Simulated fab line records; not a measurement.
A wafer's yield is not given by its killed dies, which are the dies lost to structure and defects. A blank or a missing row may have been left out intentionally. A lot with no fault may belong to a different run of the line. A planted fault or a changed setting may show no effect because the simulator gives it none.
Lot-split experiment || flow n5Finfet || route with 1938 steps; 7 lots, 21 wafers read

## ON THE SPLIT
At N5_BEOL_M7_DEP_56 (deposits SiCN from 3MS/NH3, target thk 10 nm, time 17.5 s), the setting timeS was moved away from the recipe's 17.5 s on 5 of the 21 wafers read, by -11.1% to +7.9%. The other wafers ran this setting at the recipe's value.

The reading is taken at the split's own step.

## THE READING
SiCN_of_BEOL_M7_DEP_56.thkNm (the simulator's own value, which no gauge read), in nm, at N5_BEOL_M7_DEP_56 (deposits SiCN from 3MS/NH3, target thk 10 nm, time 17.5 s). The file gives no usual value for it. Average 9.9 nm, standard deviation 0.25 nm, over the 16 wafers here run with the recipe.

{"wafer": "L081.1", "tool, chamber at the split": "pecvd-01, 2", "timeS as run, s": 17.5, "against the recipe": "recipe", "SiCN_of_BEOL_M7_DEP_56.thkNm, nm": 9.6, "against lot-mates on the recipe": "-"}
{"wafer": "L081.3", "tool, chamber at the split": "pecvd-01, 1,0", "timeS as run, s": 18.88, "against the recipe": "+7.9%", "SiCN_of_BEOL_M7_DEP_56.thkNm, nm": 10.6, "against lot-mates on the recipe": "+1.0"}
{"wafer": "L081.6", "tool, chamber at the split": "pecvd-01, 1,0", "timeS as run, s": 18.88, "against the recipe": "+7.9%", "SiCN_of_BEOL_M7_DEP_56.thkNm, nm": 10.6, "against lot-mates on the recipe": "+1.0"}
{"wafer": "L086.2", "tool, chamber at the split": "pecvd-01, 2", "timeS as run, s": 17.5, "against the recipe": "recipe", "SiCN_of_BEOL_M7_DEP_56.thkNm, nm": 9.6, "against lot-mates on the recipe": "-"}
{"wafer": "L086.5", "tool, chamber at the split": "pecvd-01, 1", "timeS as run, s": 17.5, "against the recipe": "recipe", "SiCN_of_BEOL_M7_DEP_56.thkNm, nm": 10, "against lot-mates on the recipe": "-"}
{"wafer": "L086.6", "tool, chamber at the split": "pecvd-01, 0", "timeS as run, s": 17.5, "against the recipe": "recipe", "SiCN_of_BEOL_M7_DEP_56.thkNm, nm": 9.8, "against lot-mates on the recipe": "-"}
{"wafer": "L087.3", "tool, chamber at the split": "pecvd-02, 1,2", "timeS as run, s": 17.5, "against the recipe": "recipe", "SiCN_of_BEOL_M7_DEP_56.thkNm, nm": 10, "against lot-mates on the recipe": "-"}
{"wafer": "L087.4", "tool, chamber at the split": "pecvd-02, 1,2", "timeS as run, s": 17.5, "against the recipe": "recipe", "SiCN_of_BEOL_M7_DEP_56.thkNm, nm": 10, "against lot-mates on the recipe": "-"}
{"wafer": "L087.5", "tool, chamber at the split": "pecvd-02, 1", "timeS as run, s": 17.5, "against the recipe": "recipe", "SiCN_of_BEOL_M7_DEP_56.thkNm, nm": 10.2, "against lot-mates on the recipe": "-"}
{"wafer": "L093.1", "tool, chamber at the split": "pecvd-02, 2,0", "timeS as run, s": 17.5, "against the recipe": "recipe", "SiCN_of_BEOL_M7_DEP_56.thkNm, nm": 10, "against lot-mates on the recipe": "-"}
{"wafer": "L093.3", "tool, chamber at the split": "pecvd-02, 2,0", "timeS as run, s": 17.5, "against the recipe": "recipe", "SiCN_of_BEOL_M7_DEP_56.thkNm, nm": 10, "against lot-mates on the recipe": "-"}
{"wafer": "L093.4", "tool, chamber at the split": "pecvd-02, 0", "timeS as run, s": 17.5, "against the recipe": "recipe", "SiCN_of_BEOL_M7_DEP_56.thkNm, nm": 10.2, "against lot-mates on the recipe": "-"}
{"wafer": "L094.2", "tool, chamber at the split": "pecvd-01, 0", "timeS as run, s": 17.5, "against the recipe": "recipe", "SiCN_of_BEOL_M7_DEP_56.thkNm, nm": 9.8, "against lot-mates on the recipe": "-"}
{"wafer": "L094.4", "tool, chamber at the split": "pecvd-01, 0", "timeS as run, s": 17.5, "against the recipe": "recipe", "SiCN_of_BEOL_M7_DEP_56.thkNm, nm": 9.8, "against lot-mates on the recipe": "-"}
{"wafer": "L094.3", "tool, chamber at the split": "pecvd-01, 2", "timeS as run, s": 17.5, "against the recipe": "recipe", "SiCN_of_BEOL_M7_DEP_56.thkNm, nm": 9.6, "against lot-mates on the recipe": "-"}
{"wafer": "L095.1", "tool, chamber at the split": "pecvd-02, 2,0", "timeS as run, s": 17.5, "against the recipe": "recipe", "SiCN_of_BEOL_M7_DEP_56.thkNm, nm": 9.8, "against lot-mates on the recipe": "-"}
{"wafer": "L095.3", "tool, chamber at the split": "pecvd-02, 2,0", "timeS as run, s": 17.5, "against the recipe": "recipe", "SiCN_of_BEOL_M7_DEP_56.thkNm, nm": 9.8, "against lot-mates on the recipe": "-"}
{"wafer": "L095.4", "tool, chamber at the split": "pecvd-02, 0", "timeS as run, s": 18.16, "against the recipe": "+3.8%", "SiCN_of_BEOL_M7_DEP_56.thkNm, nm": 10.6, "against lot-mates on the recipe": "+0.8"}
{"wafer": "L097.1", "tool, chamber at the split": "pecvd-03, 0", "timeS as run, s": 15.55, "against the recipe": "-11.1%", "SiCN_of_BEOL_M7_DEP_56.thkNm, nm": 9.2, "against lot-mates on the recipe": -1.4}
{"wafer": "L097.2", "tool, chamber at the split": "pecvd-03, 1", "timeS as run, s": 15.55, "against the recipe": "-11.1%", "SiCN_of_BEOL_M7_DEP_56.thkNm, nm": 9.4, "against lot-mates on the recipe": -1.2}
{"wafer": "L097.4", "tool, chamber at the split": "pecvd-03, 1", "timeS as run, s": 17.5, "against the recipe": "recipe", "SiCN_of_BEOL_M7_DEP_56.thkNm, nm": 10.6, "against lot-mates on the recipe": "-"}
Rows listing several chambers each stand for several wafers; the file does not say which wafer went through which chamber.

THE FIT
A straight line over all 21 wafers: SiCN_of_BEOL_M7_DEP_56.thkNm changes by +0.0704 nm for each +1% of timeS; r = +0.78; the points scatter about the line by 0.26 nm.
The same after taking each lot's own level away (the mean of its wafers on the recipe; 21 wafers): +0.124 nm for each +1%; r = +0.98; scatter 0.12 nm.
The reading moves by 1.4 nm for the largest change in timeS, on that fit.
From 9.60 to 10.60 nm: that is the span of the lots' own levels, equal to 3.9 times the standard deviation above.
So the lot-to-lot level blurs the effect unless lot-mates are compared.
Check: -1.32 nm against its lot-mates is what the line predicts for one of the wafers moved furthest among these (-11.1%) when that wafer is left out of the fit. Against them it came out at -1.4 nm.

## OTHER SPLITS ON THESE WAFERS
Before the reading, these wafers also passed through other splits. Each is held against what the fit with the lots' levels taken away leaves over:
{"other split on the same wafers": "N5_BEOL_M2_DESCUM_16 timeS", "wafers away from the commonest value": 6, "r with SiCN_of_BEOL_M7_DEP_56.thkNm (lot level and that fit taken away)": -0.01}
{"other split on the same wafers": "N5_BEOL_M4_DESCUM_33 timeS", "wafers away from the commonest value": 8, "r with SiCN_of_BEOL_M7_DEP_56.thkNm (lot level and that fit taken away)": "+0.05"}
{"other split on the same wafers": "N5_BEOL_M5_COAT_22 spinRpm", "wafers away from the commonest value": 10, "r with SiCN_of_BEOL_M7_DEP_56.thkNm (lot level and that fit taken away)": -0.28}
{"other split on the same wafers": "N5_BEOL_M5_EXPOSE_25 doseMj", "wafers away from the commonest value": 4, "r with SiCN_of_BEOL_M7_DEP_56.thkNm (lot level and that fit taken away)": "+0.13"}
{"other split on the same wafers": "N5_BEOL_M6_ILD_DEP_00 timeS", "wafers away from the commonest value": 5, "r with SiCN_of_BEOL_M7_DEP_56.thkNm (lot level and that fit taken away)": "+0.07"}
{"other split on the same wafers": "N5_BEOL_M7_HM_DEP_02 targetThkA", "wafers away from the commonest value": 6, "r with SiCN_of_BEOL_M7_DEP_56.thkNm (lot level and that fit taken away)": -0.11}

## THE FILE'S OWN FIT
SiCN_of_BEOL_M7_DEP_56.thkNm changes by +0.127 nm for each +1% of timeS, r = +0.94.
